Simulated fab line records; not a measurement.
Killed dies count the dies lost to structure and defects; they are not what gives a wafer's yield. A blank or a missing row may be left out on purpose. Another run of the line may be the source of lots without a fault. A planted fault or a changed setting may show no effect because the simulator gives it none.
fab line records ; flow n5Finfet
record lots=6; wafers=18; lastDay=17
route steps=1938 shown BEOL_M4@1052 PASSIVATION@1936
lots that met no fault: from a run of the same line without faults
startH: the number of hours between the record's first day and the start of the first shown wafer of the lot ; waitH: hours elapsed since this lot's preceding step ; " identical to the entry in the row above ; L1.1+2: a row that stands for several wafers ; - no value, or no start given ; * or withheld: withheld ; < > ~ a bound
route shown NAME@n: a module of which the file shows steps, and the number in the route of the first ; usual: mean/standard deviation taken from wafers without a fault ; same: alike in all rows ; chamber/n: place in a boat ; sites: the reading at each site ; _std_site: their standard deviation ; _edge_site: mean of outer sites minus mean of inner sites ; radiusMm: how far each site lies from the wafer's centre ; mask NAME#n: copy n ; behind: tool/chamber where the wafer was last shaped ; hold: cause of the lot's hold/its duration in hours/its outcome ; device: transistor that didn't switch, given as n, p or np ; end of line: the route-end tests of the same wafers ; step lacking rows: just its recipe ; killed: not the wafer's yield, but the dies lost to structure and defects at the first sort ; map: a wafer's dies, marking killed ones x, the rest . and places with no die _
set.NAME: the setting as run; set.NAME@STEP: as run at that earlier step ; model.NAME: the simulator's own value behind a step, which no gauge read
lots at some steps of the route; a table a step, a row a wafer
services: when a tool's chamber went out of use (startH, in hours from the record's first day, below 0 if earlier), for how many hours, and the reason
## steps
# step N5_BEOL_M4_SOFTBAKE_23
# recipe tempC=110; timeS=60; resist=CAR-EUV
# step N5_BEOL_M4_EXPOSE_25
# recipe maskId=V3; na=0.33; sourceShape=quasar; sigmaInner=0.2; sigmaOuter=0.8; polarization=unpolarized; defocusNm=5; doseMj=63
# step N5_BEOL_M4_PEB_26
# recipe pebTempC=100; pebTimeS=60; resist=CAR-EUV
# step N5_BEOL_M4_DEVELOP_27
# recipe developTimeS=30; developer=TMAH; resist=CAR-EUV; rinseLiquid=surfactantRinse; dry=airSpin; devTempC=23
# step N5_BEOL_M4_CD_MEAS_28
# recipe targetCdNm=26.2; landingEnergyEv=500; detector=seInlens; targetCdYNm=24.1; polarity=opening
# usual cdNm=26.13/0.25
lot.wafer;tool;chamber;startH;waitH;cdNm
L606.2;cdSem-01;0;172.03;-;26.09
L606.3;cdSem-01;0;172.03;-;26.39
L606.5;cdSem-01;0;172.03;-;26.09
L612.2;cdSem-03;0;207.52;-;26.10
L612.3;cdSem-03;0;207.52;-;26.52
L612.6;cdSem-03;0;207.52;-;26.12
L615.1;cdSem-01;0;213.60;-;26.32
L615.4;cdSem-01;0;213.60;-;25.67
L615.6;cdSem-01;0;213.60;-;25.97
L625.2;cdSem-02;0;281.70;-;26.12
L625.5;cdSem-02;0;281.70;-;26.26
L625.6;cdSem-02;0;281.70;-;26.42
L622.3;cdSem-03;0;288.29;-;25.84
L622.5;cdSem-03;0;288.29;-;26.44
L622.6;cdSem-03;0;288.29;-;26.05
L628.1;cdSem-01;0;303.27;-;26.22
L628.2;cdSem-01;0;303.27;-;26.07
L628.4;cdSem-01;0;303.27;-;26.14
# step N5_BEOL_M4_OVL_MEAS_29
# recipe pointsPerWafer=522
# usual V3_OVL=0.0/0.67
lot.wafer;tool;chamber;startH;waitH;V3_OVL[nm]
L606.2;overlay-02;0;172.06;0.0;0.7
L606.3;overlay-02;0;172.06;0.0;-0.1
L606.5;overlay-02;0;172.06;0.0;-0.1
L612.2;overlay-02;0;207.56;0.0;0.3
L612.3;overlay-02;0;207.56;0.0;0.4
L612.6;overlay-02;0;207.56;0.0;0.0
L615.1;overlay-02;0;213.63;0.0;-1.0
L615.4;overlay-02;0;213.63;0.0;-1.0
L615.6;overlay-02;0;213.63;0.0;-0.6
L625.2;overlay-02;0;281.74;0.0;0.1
L625.5;overlay-02;0;281.74;0.0;0.3
L625.6;overlay-02;0;281.74;0.0;-0.3
L622.3;overlay-02;0;288.33;0.0;-0.6
L622.5;overlay-02;0;288.33;0.0;0.7
L622.6;overlay-02;0;288.33;0.0;1.0
L628.1;overlay-02;0;303.30;0.0;-0.3
L628.2;overlay-02;0;303.30;0.0;-0.1
L628.4;overlay-02;0;303.30;0.0;-0.3
# step N5_BEOL_M4_INSPECT_30
# recipe mode=adi; inspectInstrument=brightfield
# usual rawDefectCount=429/110
lot.wafer;tool;chamber;startH;waitH;rawDefectCount
L606.2;defectInspect-02;-;172.12;0.0;478
L606.3;defectInspect-02;-;172.12;0.0;509
L606.5;defectInspect-02;-;172.12;0.0;416
L612.2;defectInspect-01;-;207.61;0.0;521
L612.3;defectInspect-01;-;207.61;0.0;528
L612.6;defectInspect-01;-;207.61;0.0;525
L615.1;defectInspect-02;-;213.69;0.1;328
L615.4;defectInspect-02;-;213.69;0.1;342
L615.6;defectInspect-02;-;213.69;0.1;271
L625.2;defectInspect-01;-;281.79;0.0;299
L625.5;defectInspect-01;-;281.79;0.0;357
L625.6;defectInspect-01;-;281.79;0.0;406
L622.3;defectInspect-01;-;288.38;0.0;426
L622.5;defectInspect-01;-;288.38;0.0;501
L622.6;defectInspect-01;-;288.38;0.0;405
L628.1;defectInspect-01;-;303.36;0.1;455
L628.2;defectInspect-01;-;303.36;0.1;471
L628.4;defectInspect-01;-;303.36;0.1;472
# step N5_BEOL_M4_DESCUM_33
# recipe chemistry=O2; timeS=7; sourcePowerW=50; biasPowerW=20; pressureMtorr=20; rfFrequencyHz=2.712e+07; tempC=40; resist=CAR-EUV; o2FlowSccm=225
# usual drypumpMotorCurrentA=5.9/0.38; oesProductAu=0.79/0.08; rfVppV=243.0/1.4; showerheadPlenumPTorr=2.07/0.07; throttleValvePct=20.35/0.2
lot.wafer;tool;chamber;startH;waitH;drypumpMotorCurrentA;oesProductAu;rfHoursCounterH;rfVppV;showerheadPlenumPTorr;throttleValvePct
L606.2;rieDiel-03;1;172.15;0.0;6.6;0.72;223;242.5;2.07;20.70
L606.3;rieDiel-03;0;172.15;0.0;6.0;0.77;123;241.4;2.01;20.28
L606.5;rieDiel-03;0;172.15;0.0;6.0;0.77;-;242.8;2.01;20.28
L612.2;rieDiel-03;1;207.64;0.0;6.6;0.71;235;241.9;2.07;20.70
L612.3;rieDiel-03;2;207.64;0.0;5.7;0.78;138;244.5;2.08;20.18
L612.6;rieDiel-03;2;207.64;0.0;5.7;0.78;-;243.6;2.08;20.19
L615.1;rieDiel-02;3;213.76;0.1;5.5;0.89;21;243.3;2.12;20.36
L615.4;rieDiel-02;2;213.76;0.1;5.9;0.73;179;244.7;2.18;20.47
L615.6;rieDiel-02;0;213.76;0.1;6.3;0.84;-;243.1;2.01;20.28
L625.2;rieDiel-04;3;282.08;0.3;5.1;0.84;63;243.9;2.12;20.56
L625.5;rieDiel-04;1;282.08;0.3;6.3;0.79;-;240.7;2.01;20.10
L625.6;rieDiel-04;0;282.08;0.3;5.8;0.87;-;245.0;2.22;20.07
L622.3;rieDiel-04;1;288.43;0.1;6.3;0.79;124;240.4;2.01;20.09
L622.5;rieDiel-04;0;288.43;0.1;5.8;0.87;-;245.8;2.21;20.07
L622.6;rieDiel-04;1;288.43;0.1;6.3;0.78;-;241.9;2.01;20.10
L628.1;rieDiel-04;0;303.39;0.0;5.7;0.86;50;245.2;2.21;20.10
L628.2;rieDiel-04;1;303.39;0.0;6.3;0.78;130;241.1;2.01;20.10
L628.4;rieDiel-04;3;303.39;0.0;5.1;0.85;72;243.4;2.11;20.58
# step N5_BEOL_M4_ETCH_77
# recipe chemistry=N2/H2; target=underlayer; targetDepthA=65; maskMaterial=CAR-EUV; timeS=5.2; ionEnergyEv=200; pressureMtorr=30; sourceW=840; biasW=150; n2FlowSccm=200; h2FlowSccm=200; ends=cleared
# usual biasW=150.0/0.48; drypumpMotorCurrentA=5.9/0.38; etchRfOnTimeS=5.21/0.1; oesProductAu=0.67/0.067; rfFwdPowerW=819.3/2.3; rfVppV=523.5/2.7; showerheadPlenumPTorr=2.53/0.087; throttleValvePct=17.83/0.2
lot.wafer;tool;chamber;startH;waitH;biasW;drypumpMotorCurrentA;etchRfOnTimeS;oesProductAu;rfFwdPowerW;rfHoursCounterH;rfVppV;showerheadPlenumPTorr;throttleValvePct
L606.2;rieDiel-03;1;172.19;0.0;148.8;6.6;5.32;0.61;818.9;223;523.2;2.50;18.04
L606.3;rieDiel-03;0;172.19;0.0;150.2;6.0;5.38;0.64;817.7;123;519.6;2.45;17.71
L606.5;rieDiel-03;0;172.19;0.0;150.0;6.0;5.33;0.64;818.5;-;520.0;2.45;17.72
L612.2;rieDiel-03;1;207.68;0.0;149.8;6.6;5.24;0.60;818.7;235;522.6;2.50;18.08
L612.3;rieDiel-03;2;207.68;0.0;149.7;5.7;5.00;0.66;816.5;138;525.6;2.56;17.81
L612.6;rieDiel-03;2;207.68;0.0;150.0;5.7;4.98;0.66;813.3;-;525.1;2.56;17.83
L615.1;rieDiel-02;3;213.79;0.0;150.4;5.5;5.27;0.75;824.1;21;527.2;2.60;17.85
L615.4;rieDiel-02;2;213.79;0.0;149.5;5.9;5.35;0.61;826.0;179;528.0;2.63;17.89
L615.6;rieDiel-02;0;213.79;0.0;150.0;6.3;5.11;0.72;819.3;-;522.9;2.45;17.80
L625.2;rieDiel-04;3;282.11;0.0;150.8;5.2;5.14;0.72;820.5;63;524.2;2.59;18.13
L625.5;rieDiel-04;1;282.11;0.0;150.1;6.3;5.12;0.67;821.0;-;520.7;2.45;17.46
L625.6;rieDiel-04;0;282.11;0.0;149.9;5.8;5.14;0.74;821.9;-;530.2;2.70;17.53
L622.3;rieDiel-04;1;288.46;0.0;150.7;6.3;5.23;0.67;817.0;124;522.4;2.45;17.48
L622.5;rieDiel-04;0;288.46;0.0;150.2;5.8;5.11;0.73;820.4;-;527.5;2.69;17.52
L622.6;rieDiel-04;1;288.46;0.0;150.2;6.3;5.21;0.66;822.2;-;520.6;2.45;17.47
L628.1;rieDiel-04;0;303.43;0.0;150.0;5.7;5.16;0.72;822.2;50;528.4;2.69;17.56
L628.2;rieDiel-04;1;303.43;0.0;149.7;6.3;5.19;0.66;819.0;130;519.8;2.44;17.53
L628.4;rieDiel-04;3;303.43;0.0;149.7;5.1;5.15;0.70;818.9;72;524.9;2.59;18.13
# step N5_BEOL_M4_ETCH_69
# recipe chemistry=CF4; target=SiARC; targetDepthA=156; maskMaterial=CAR-EUV; timeS=26; ionEnergyEv=80; pressureMtorr=40; sourceW=545; biasW=36; Ar_flow_sccm=100; cf4FlowSccm=100; ends=cleared
# usual biasW=35.99/0.1; drypumpMotorCurrentA=5.9/0.38; etchRfOnTimeS=26.1/0.53; oesProductAu=0.67/0.067; rfFwdPowerW=532.4/2.2; rfVppV=183.9/1.1; showerheadPlenumPTorr=2.13/0.07; throttleValvePct=15.57/0.19
lot.wafer;tool;chamber;startH;waitH;biasW;drypumpMotorCurrentA;etchRfOnTimeS;oesProductAu;rfFwdPowerW;rfHoursCounterH;rfVppV;showerheadPlenumPTorr;throttleValvePct
L606.2;rieDiel-03;1;172.20;0.0;35.92;6.6;26.8;0.60;532.5;223;183.7;2.11;15.86
L606.3;rieDiel-03;0;172.20;0.0;35.92;6.1;27.1;0.64;531.4;123;181.4;2.06;15.50
L606.5;rieDiel-03;0;172.20;0.0;35.91;6.0;27.1;0.64;529.7;-;182.3;2.06;15.52
L612.2;rieDiel-03;1;207.69;0.0;35.99;6.6;26.6;0.60;532.0;235;184.8;2.11;15.88
L612.3;rieDiel-03;2;207.69;0.0;36.05;5.7;25.0;0.67;533.8;138;184.2;2.14;15.51
L612.6;rieDiel-03;2;207.69;0.0;36.00;5.7;25.0;0.67;532.0;-;184.4;2.14;15.50
L615.1;rieDiel-02;3;213.81;0.0;36.04;5.5;26.9;0.75;529.7;21;185.0;2.18;15.56
L615.4;rieDiel-02;2;213.81;0.0;35.89;5.9;27.0;0.61;536.9;179;186.2;2.20;15.53
L615.6;rieDiel-02;0;213.81;0.0;36.03;6.3;25.7;0.72;533.5;-;182.6;2.07;15.53
L625.2;rieDiel-04;3;282.13;0.0;35.94;5.1;26.1;0.72;530.7;63;184.6;2.17;15.71
L625.5;rieDiel-04;1;282.13;0.0;36.02;6.3;26.1;0.67;537.3;-;184.3;2.06;15.29
L625.6;rieDiel-04;0;282.13;0.0;35.65;5.8;25.6;0.75;529.3;-;184.7;2.28;15.30
L622.3;rieDiel-04;1;288.48;0.0;35.99;6.3;26.0;0.67;535.7;124;183.1;2.06;15.29
L622.5;rieDiel-04;0;288.48;0.0;35.93;5.8;25.8;0.74;533.5;-;183.8;2.27;15.30
L622.6;rieDiel-04;1;288.48;0.0;35.95;6.3;26.0;0.68;535.9;-;183.9;2.06;15.29
L628.1;rieDiel-04;0;303.45;0.0;35.99;5.7;25.7;0.73;532.5;50;186.0;2.27;15.31
L628.2;rieDiel-04;1;303.45;0.0;35.95;6.3;25.8;0.67;536.2;130;183.4;2.06;15.32
L628.4;rieDiel-04;3;303.45;0.0;35.99;5.1;25.9;0.71;531.5;72;185.4;2.17;15.72
# step N5_BEOL_M4_ALD_98
# recipe material=SiO2; targetThkA=25; tempC=100; aldPrecursorFamily=BDEAS; aldCoReactant=O2-plasma; pulseTimeS=1; coReactantPulseTimeS=1; purgeTimeS=2; coReactantPurgeTimeS=2; aldCycles=17; pressureTorr=2
# usual chamberPressureTorr=2.000/0.0044; heaterPowerW=81/13; precursorPulseHeightRel=1.003/0.02
lot.wafer;tool;chamber;startH;waitH;chamberPressureTorr;heaterPowerW;precursorPulseHeightRel
L606.2;aldSin-02;1;172.29;0.1;1.999;73;1.021
L606.3;aldSin-02;3;172.29;0.1;1.996;78;0.968
L606.5;aldSin-02;3;172.29;0.1;1.992;78;0.995
L612.2;aldSin-01;0;208.00;0.3;2.001;105;0.990
L612.3;aldSin-01;3;208.00;0.3;2.002;67;1.012
L612.6;aldSin-01;0;208.00;0.3;2.003;103;0.973
L615.1;aldSin-01;3;213.89;0.1;1.996;67;1.019
L615.4;aldSin-01;2;213.89;0.1;1.996;81;1.009
L615.6;aldSin-01;1;213.89;0.1;2.000;74;1.000
L625.2;aldSin-04;3;282.52;0.4;1.999;67;1.004
L625.5;aldSin-04;1;282.52;0.4;2.004;76;1.006
L625.6;aldSin-04;2;282.52;0.4;2.000;74;0.988
L622.3;aldSin-04;2;288.80;0.3;1.997;74;0.991
L622.5;aldSin-04;3;288.80;0.3;2.006;71;0.980
L622.6;aldSin-04;2;288.80;0.3;2.000;74;0.979
L628.1;aldSin-04;2;303.70;0.2;1.998;71;1.007
L628.2;aldSin-04;1;303.70;0.2;2.007;77;1.027
L628.4;aldSin-04;0;303.70;0.2;1.994;104;0.998
# step N5_BEOL_M4_ETCHBACK_99
# recipe chemistry=CHF3; target=SiO2; targetDepthA=50; timeS=10.4; sourceW=215; biasW=47; Ar_flow_sccm=200; CHF3_flow_sccm=12; ionEnergyEv=100; pressureMtorr=30
# usual CHF3_flow_sccm=12.00/0.038; biasW=46.99/0.13; drypumpMotorCurrentA=5.9/0.37; oesProductAu=0.78/0.087; rfVppV=241/4.7; showerheadPlenumPTorr=2.14/0.075; throttleValvePct=17.05/0.18
lot.wafer;tool;chamber;startH;waitH;CHF3_flow_sccm;biasW;drypumpMotorCurrentA;oesProductAu;rfHoursCounterH;rfVppV;showerheadPlenumPTorr;throttleValvePct
L606.2;rieDiel-04;2;172.58;0.2;12.07;47.07;6.1;0.71;222;247;2.12;17.14
L606.3;rieDiel-04;3;172.58;0.2;11.96;46.97;5.1;0.91;28;248;2.18;17.06
L606.5;rieDiel-04;1;172.58;0.2;11.98;46.99;6.3;0.83;-;236;2.08;16.68
L612.2;rieDiel-03;1;211.59;3.5;12.00;47.33;6.6;0.70;236;236;2.11;17.28
L612.3;rieDiel-03;2;211.59;3.5;12.08;47.06;5.7;0.77;140;232;2.17;17.02
L612.6;rieDiel-03;3;211.59;3.5;12.08;46.98;5.9;0.70;-;245;2.05;17.34
L615.1;rieDiel-03;3;219.38;5.4;11.98;47.11;5.9;0.70;198;245;2.05;17.36
L615.4;rieDiel-03;0;219.38;5.4;12.03;47.02;6.0;0.73;139;243;2.05;16.97
L615.6;rieDiel-03;1;219.38;5.4;11.99;46.90;6.6;0.69;-;236;2.11;17.30
L625.2;rieDiel-03;2;285.99;3.4;11.98;46.94;5.7;0.75;168;234;2.16;17.08
L625.5;rieDiel-03;3;285.99;3.4;12.03;47.11;5.9;0.67;-;244;2.04;17.40
L625.6;rieDiel-03;2;285.99;3.4;11.97;46.91;5.7;0.75;-;233;2.16;17.08
L622.3;rieDiel-03;1;294.69;5.8;12.03;46.98;6.6;0.97;9;236;2.11;16.89
L622.5;rieDiel-03;0;294.69;5.8;12.07;46.99;6.1;0.72;-;244;2.04;17.03
L622.6;rieDiel-03;1;294.69;5.8;11.98;46.92;6.6;0.97;-;237;2.11;16.87
L628.1;rieDiel-04;0;305.44;1.7;12.02;46.88;5.8;0.84;51;240;2.28;16.77
L628.2;rieDiel-04;2;305.44;1.7;12.01;46.96;6.1;0.94;7;245;2.10;16.75
L628.4;rieDiel-04;3;305.44;1.7;11.96;47.23;5.1;0.83;72;248;2.17;17.13
# step N5_BEOL_M4_ETCH_70
# recipe chemistry=N2/H2; target=SOC; targetDepthA=800; overetchA=240; maskMaterial=SiARC; tempC=40; timeS=130; ionEnergyEv=200; pressureMtorr=30; sourceW=840; biasW=150; n2FlowSccm=200; h2FlowSccm=200
# usual biasW=149.9/0.45; drypumpMotorCurrentA=5.9/0.37; oesProductAu=0.58/0.061; rfFwdPowerW=835/3.4; rfVppV=523.5/2.5; showerheadPlenumPTorr=2.52/0.088; throttleValvePct=17.79/0.19
lot.wafer;tool;chamber;startH;waitH;biasW;drypumpMotorCurrentA;oesProductAu;rfFwdPowerW;rfHoursCounterH;rfVppV;showerheadPlenumPTorr;throttleValvePct;model.SiARC_of_BEOL_M4_COAT_68.thkNm
L606.2;rieDiel-04;2;172.61;0.0;150.4;6.1;0.53;832;222;522.5;2.52;18.01;6
L606.3;rieDiel-04;3;172.61;0.0;150.0;5.1;0.66;831;28;525.4;2.61;18.01;5.8
L606.5;rieDiel-04;1;172.61;0.0;150.3;6.3;0.61;841;-;522.8;2.46;17.37;6.2
L612.2;rieDiel-03;1;211.63;0.0;150.1;6.6;0.52;633;236;573.3;2.50;18.03;7
L612.3;rieDiel-03;2;211.63;0.0;149.7;5.7;0.56;837;140;524.6;2.56;17.77;5.8
L612.6;rieDiel-03;3;211.63;0.0;149.8;5.9;0.52;832;-;519.1;2.41;18.03;5.8
L615.1;rieDiel-03;3;219.41;0.0;150.9;5.9;0.52;837;198;519.7;2.40;18.04;5.8
L615.4;rieDiel-03;0;219.41;0.0;150.1;6.0;0.55;839;139;521.5;2.44;17.71;6
L615.6;rieDiel-03;1;219.41;0.0;149.9;6.6;0.52;629;-;572.6;2.49;18.05;7
L625.2;rieDiel-03;2;286.02;0.0;150.5;5.7;0.54;833;168;524.1;2.55;17.81;5.8
L625.5;rieDiel-03;3;286.02;0.0;150.3;5.9;0.50;834;-;520.8;2.39;18.08;5.8
L625.6;rieDiel-03;2;286.02;0.0;150.6;5.7;0.54;836;-;524.9;2.55;17.83;5.8
L622.3;rieDiel-03;1;294.72;0.0;150.3;6.6;0.72;838;9;523.2;2.49;17.63;6.2
L622.5;rieDiel-03;0;294.72;0.0;149.8;6.0;0.53;833;-;520.9;2.43;17.76;6
L622.6;rieDiel-03;1;294.72;0.0;149.9;6.6;0.71;834;-;523.4;2.49;17.61;6
L628.1;rieDiel-04;0;305.47;0.0;150.3;5.7;0.62;835;51;529.6;2.69;17.51;5.8
L628.2;rieDiel-04;2;305.47;0.0;150.0;6.2;0.69;842;7;523.9;2.50;17.63;5.6
L628.4;rieDiel-04;3;305.47;0.0;150.0;5.1;0.60;830;72;524.8;2.59;18.07;5.6
# step N5_BEOL_M4_STRIP_71
# recipe chemistry=N2/H2; tempC=40; n2FlowSccm=200; h2FlowSccm=200; rfFrequencyHz=6e+07
# step N5_BEOL_M4_RC_MEAS_101
# usual DIBL_N=37.2/1.9; DIBL_P=37.3/2.2; IOFF_N=0.18/0.038; IOFF_P=0.22/0.039; ION_N=678/11; ION_P=462/6.9; SS_N=71.8/0.68; SS_P=73.5/0.65; VT_N=249/3.4; VT_P=-250/3.2
lot.wafer;tool;chamber;startH;waitH;DIBL_N[mV/V];DIBL_P[mV/V];IOFF_N[nA/um];IOFF_P[nA/um];ION_N[uA/um];ION_P[uA/um];SS_N[mV/dec];SS_P[mV/dec];VT_N[mV];VT_P[mV]
L606.2;prober-02;0;179.46;0.2;35.8;36.6;0.16;0.17;678;458;71.4;73.2;252;-253
L606.3;prober-02;0;179.46;0.2;38.1;40.2;0.20;0.23;676;460;72.0;74.2;247;-248
L606.5;prober-02;0;179.46;0.2;37.9;37.7;0.19;0.20;681;451;72.6;74.3;250;-252
L612.2;prober-02;0;217.76;0.2;35.8;36.1;0.13;0.18;660;456;71.4;72.8;253;-253
L612.3;prober-02;0;217.76;0.2;34.8;34.9;0.12;0.17;660;456;71.4;72.5;253;-253
L612.6;prober-02;0;217.76;0.2;39.1;39.7;0.20;0.24;687;462;71.9;73.1;246;-250
L615.1;prober-02;0;224.08;0.0;40.4;41.8;0.26;0.28;710;473;72.5;74.0;243;-248
L615.4;prober-02;0;224.08;0.0;36.6;35.4;0.16;0.18;669;450;71.6;72.8;251;-250
L615.6;prober-02;0;224.08;0.0;38.5;38.5;0.21;0.23;683;459;72.9;73.2;246;-251
L625.2;prober-02;0;292.70;0.4;37.0;36.1;0.20;0.24;684;464;71.5;73.5;245;-246
L625.5;prober-02;0;292.70;0.4;39.4;39.7;0.25;0.32;688;471;72.3;74.0;243;-245
L625.6;prober-02;0;292.70;0.4;35.8;33.6;0.16;0.20;689;469;71.1;72.8;248;-249
L622.3;prober-01;0;300.57;0.3;40.6;41.8;0.24;0.37;676;473;72.8;75.4;243;-241
L622.5;prober-01;0;300.57;0.3;36.1;36.0;0.16;0.23;668;459;71.8;73.7;249;-248
L622.6;prober-01;0;300.57;0.3;40.9;42.1;0.27;0.35;697;471;73.0;75.2;243;-241
L628.1;prober-02;0;310.12;0.0;33.7;34.0;0.12;0.16;668;455;70.9;72.6;254;-253
L628.2;prober-02;0;310.12;0.0;34.2;33.8;0.12;0.16;669;454;70.7;73.1;254;-255
L628.4;prober-02;0;310.12;0.0;38.9;40.4;0.23;0.25;689;466;72.7;74.6;246;-251
# step N5_PASSIVATION_PROBE_49
# usual defectLimitedYield=91.2/1.6; killed_at_M0_to_M3=31/10; killed_at_M4_up=14/4.4; killedAtContacts=13/6; killedAtFrontEnd=43/13; killedAtOther=3.5/2.6; killedDies=104/18; killedOpen=68/14; killedShort=34/8.1; sort_bin_4_leakage=0.01/0.073; sort_bin_5_function=5.1/1.1; sort_bin_6_memory=3.3/0.68; sortNPass=1076/18; sortYieldPct=91.2/1.6
# same grossDies=1180; killedAtBackSide=0; sort_bin_8_speed[%]=0
lot.wafer;tool;chamber;startH;waitH;defectLimitedYield[%];killed_at_M0_to_M3;killed_at_M4_up;killedAtContacts;killedAtFrontEnd;killedAtOther;killedDies;killedOpen;killedShort;sort_bin_4_leakage[%];sort_bin_5_function[%];sort_bin_6_memory[%];sortNPass;sortYieldPct[%]
L612.3;prober-02;-;327.73;0.1;89.1;42;9;15;60;3;129;81;37;0;6.0;3.7;1051;89.1
# killed by level:class
L612.3 FIN_SAQP:geometricParticle:short=15 MOL_CONTACT_COAG:geometricParticle:open=13 STI_FIN_REVEAL:geometricParticle:open=12 HKMG_FIN:areaEtch=10 BEOL_M0:geometricParticle:open=8 BEOL_M0_SAQP:geometricParticle:short=7 BEOL_M4:geometricParticle:open=7 FIN_SAQP:geometricParticle:open=6
## services
tool;chamber;startH;hours;kind
aldSin-02;-;176.75;14.0;pm
rieDiel-02;1;186.80;2.4;repair
aldSin-02;0;218.41;5.9;repair
rieDiel-02;0;218.61;13.5;repair
aldSin-02;-;221.71;0.7;repair
rieDiel-04;3;229.55;4.3;repair
aldSin-04;-;232.47;0.3;repair
aldSin-02;1;237.00;3.6;repair
rieDiel-03;1;249.80;-;clean
rieDiel-03;1;249.80;-;consumableReplace:focusRing
rieDiel-03;1;249.80;19.8;scheduledDown
rieDiel-03;1;249.80;19.8;ventCycle
rieDiel-04;2;266.04;-;clean
rieDiel-04;2;266.04;-;consumableReplace:focusRing
rieDiel-04;2;266.04;20.8;scheduledDown
rieDiel-04;2;266.04;20.8;ventCycle
aldSin-01;-;268.97;14.0;pm
aldSin-02;1;277.50;17.5;repair
aldSin-02;0;278.49;5.7;repair
rieDiel-03;2;280.67;4.3;repair
rieDiel-02;1;282.03;-;clean
aldSin-02;-;292.01;2.8;pm
aldSin-04;3;296.31;12.6;repair
rieDiel-03;0;298.30;15.4;repair
## key
firstSign step=N5_BEOL_M4_ETCH_70; reading=rfFwdPowerW; direction=down; sigmas=61; usual=*; struck=*
effect step=N5_BEOL_M4_ETCH_70; reading=rfVppV; direction=up; sigmas=20; usual=523.5; struck=573.0
modelEffect step=N5_BEOL_M4_ETCH_70; value=SiARC_of_BEOL_M4_COAT_68.thkNm; without=6.1; struck=7
metAt N5_BEOL_M4_ETCH_70
struckWafers L612.2,L615.6
baselineLoss step=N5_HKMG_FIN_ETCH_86; wafers=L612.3
fault kind=processParameterDrift; tool=rieDiel-03; chamber=1; onsetH=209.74; steps=N5_BEOL_M4_ETCH_70; channel=sourceW; offset=-201.6; shape=step; endH=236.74; actsIn=theseRecipesOnly; stated=840
# baselineLoss: these wafers lose ten dies or more at that step, a loss of the line's own and not of a fault; the sort's usual values leave them out
